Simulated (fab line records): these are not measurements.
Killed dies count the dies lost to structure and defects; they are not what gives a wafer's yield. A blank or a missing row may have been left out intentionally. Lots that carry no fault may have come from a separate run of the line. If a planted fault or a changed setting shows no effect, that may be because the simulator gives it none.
Split-lot experiment	flow n5_finfet	21 wafers read from 7 lots, route of 1938 steps

== ABOUT THE SPLIT ==
At N5_BEOL_M2_ETCH_74 (etches underlayer in N2/H2, target depth 6.5 nm, time 5.2 s), the setting source_w was moved away from the recipe's 840 W on 6 of the 21 wafers read, by -16.7% to +6.3%. For the rest of the wafers, this setting stayed at what the recipe calls for.

Reading taken at the split's own step.

== THE READING ==
rf_vpp_V, in V, at N5_BEOL_M2_ETCH_74 (etches underlayer in N2/H2, target depth 6.5 nm, time 5.2 s). Fault-free wafers of this fab line usually give 524.6 V, standard deviation 2.2 V.

wafer	tool, chamber at the split	source_w as run, W	against the recipe	rf_vpp_V, V	against lot-mates on the recipe
L076.2	rie_diel-03, 0	840	recipe	528.9	-
L076.4	rie_diel-03, 3	885.9	+5.5%	516.5	-12.4
L076.5	rie_diel-03, 3	885.9	+5.5%	515.6	-13.3
L078.4	rie_diel-04, 0	893	+6.3%	511.9	-16.1
L078.5	rie_diel-04, 0	893	+6.3%	512.3	-15.7
L078.6	rie_diel-04, 3	840	recipe	528.0	-
L080.2	rie_diel-04, 2	700	-16.7%	554.2	+31.2
L080.3	rie_diel-04, 0	840	recipe	523.0	-
L080.4	rie_diel-04, 2	700	-16.7%	558.1	+35.1
L088.1	rie_diel-04, 0	840	recipe	524.3	-
L088.2	rie_diel-04, 1	840	recipe	526.8	-
L088.4	rie_diel-04, 1	840	recipe	522.6	-
L087.1	rie_diel-04, 1	840	recipe	525.5	-
L087.2	rie_diel-04, 0	840	recipe	523.6	-
L087.5	rie_diel-04, 3	840	recipe	526.8	-
L089.1	rie_diel-03, 1	840	recipe	521.4	-
L089.3	rie_diel-03, 0	840	recipe	527.4	-
L089.4	rie_diel-03, 2	840	recipe	522.1	-
L097.1	rie_diel-03, 3	840	recipe	524.5	-
L097.3	rie_diel-03, 1	840	recipe	526.1	-
L097.5	rie_diel-03, 3	840	recipe	527.3	-

FIT RESULTS
A straight line over all 21 wafers: rf_vpp_V changes by -1.87 V for each +1% of source_w; r = -0.98; the points scatter about the line by 2.2 V.
The same after taking each lot's own level away (the mean of its wafers on the recipe; 21 wafers): -2.09 V for each +1%; r = -0.99; scatter 1.9 V.
On that fit, the largest move of source_w shifts the reading by 35 V.
The lots' own levels span 523.00 to 528.90 V, that is 2.7 times the standard deviation above.
In other words, the slope is changed by the lot-to-lot level; the two fits disagree.
Check: +36.5 V against its lot-mates is what the line predicts for one of the wafers moved furthest among these (-16.7%) when that wafer is left out of the fit. Against them it came out at +31.2 V.
Tool readings at the split's step, against how far the setting was moved: rf_vpp_V r = -0.98.

== OTHER SPLITS ON THESE WAFERS ==
Note: prior to the reading, these wafers also went through further splits. Each is held against what the fit with the lots' levels taken away leaves over:
other split on the same wafers	wafers away from the commonest value	r with rf_vpp_V (lot level and that fit taken away)
N5_BEOL_M0_ETCH_138 source_w	7	+0.14
N5_BEOL_M2_ILD_DEP_00 time_s	9	+0.03
N5_BEOL_M2_DESCUM_16 time_s	8	-0.42

== THE FILE'S OWN FIT ==
rf_vpp_V changes by -2.08 V for each +1% of source_w, r = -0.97.
